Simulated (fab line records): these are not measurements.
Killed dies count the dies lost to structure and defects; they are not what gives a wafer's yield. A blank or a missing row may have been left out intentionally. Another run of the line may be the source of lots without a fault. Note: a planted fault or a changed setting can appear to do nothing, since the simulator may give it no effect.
8D (eight disciplines) problem report, filled in by code    flow nand harc    the parts of the form that need people (team, actions taken, sign-off) are left out

1. THE PROBLEM
Wafers with no fault read 28 with a standard deviation of 11, whereas killed at array at NHARC_END_SORT_01 reads a mean of 585 on 1 wafer of 1 lot. Measured from the usual mean, that is +51 standard deviations.
Seen first at day 20 04:07 on prober-01, wafer L846.2. The record holds 3 wafers of 1 lot with a number at this step. The rule behind "out" and "out of limits": a value lying over 4 standard deviations away from the usual mean. Any other wafer with a number is counted as sound.

2. WHAT IT IS AND WHAT IT IS NOT
question                     is                            is not
which readings at this step  killed at array, killed dies  killed at other, killed at periphery, killed open, killed short
which lots                   L846                          -
which wafers of those lots   L846.2                        L846.3, L846.4
read on which gauges         prober-01                     -
when                         from day 20 04:07             up to then (0 sound wafers); but 2 sound wafers of L846 came after

3. WHAT RULES OUT EACH SUSPECT
Counting: a tool at a process step up to the reading stays a suspect if it ran every lot that is out. Sound lots after the first of them don't rule it out here, since some wafers of a struck lot are sound.
- the gauge at NHARC_END_SORT_01: kept. All the wafers that are out were read on prober-01, and no step on other tools shows them out.
- pecvd-02 at NHARC_A_CHANNEL_HOLE_D1_DEP_01 (deposits SiON, target thk 140 nm): kept. It ran the lot that is out, L846 (day 9 04:41).
- rie diel-11 at NHARC_THIN_TSV_ETCHBACK_48 (etches the open film in C4F8/Ar, target depth 1028.5 nm, time 405.17 s): kept. It ran the lot that is out, L846 (day 19 03:32).
- plasma asher-01 at NHARC_THIN_TSV_STRIP_62 (strips in N2/H2, time 20 s): kept. It ran the lot that is out, L846 (day 19 04:01).
- pvd sputter-01 at NHARC_THIN_TSV_PRE_CLEAN_54 (time 30 s): kept. It ran the lot that is out, L846 (day 19 06:14).
Left after counting: pecvd-02 at NHARC_A_CHANNEL_HOLE_D1_DEP_01, rie diel-11 at NHARC_THIN_TSV_ETCHBACK_48, plasma asher-01 at NHARC_THIN_TSV_STRIP_62, pvd sputter-01 at NHARC_THIN_TSV_PRE_CLEAN_54, prober-01 at NHARC_END_SORT_01.

4. THE CAUSE (what the simulator had put in)
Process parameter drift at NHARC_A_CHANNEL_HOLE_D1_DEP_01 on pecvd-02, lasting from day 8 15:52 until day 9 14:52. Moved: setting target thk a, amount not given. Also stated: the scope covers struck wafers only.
This tool is one of the 5 suspects left after counting.

5. SEQUENCE OF EFFECTS, ordered by route
Each row: a reading where the mean over the struck wafers with a number is more than 3 standard deviations away from the usual. Readings are gone through only where the record gives a usual standard deviation; hours: the median, over the lots, of the time from a lot's start at the first step in this table giving one to that lot's start at this step; sigmas: the change measured in usual standard deviations.
hours  step               reading          usual  on struck wafers  change  sigmas
0      NHARC_END_SORT_01  killed at array  28     585               +557    +51
0      NHARC_END_SORT_01  killed dies      31     586               +555    +50

6. WHAT WOULD HAVE CAUGHT IT SOONER
In this record the first reading out of limits at a measuring or inspecting step was taken at day 20 04:07, 276 hours after the fault began at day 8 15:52.
Tool readings at NHARC_A_CHANNEL_HOLE_D1_DEP_01 with a usual standard deviation given in the record: none out on any struck wafer, hence no alarm at a limit of 4 standard deviations on them.
Each of the lots that are out, 1 in all, had begun NHARC_A_CHANNEL_HOLE_D1_DEP_01 on pecvd-02 no later than day 20 04:07. None of them would have been spared by holding the tool at that moment.
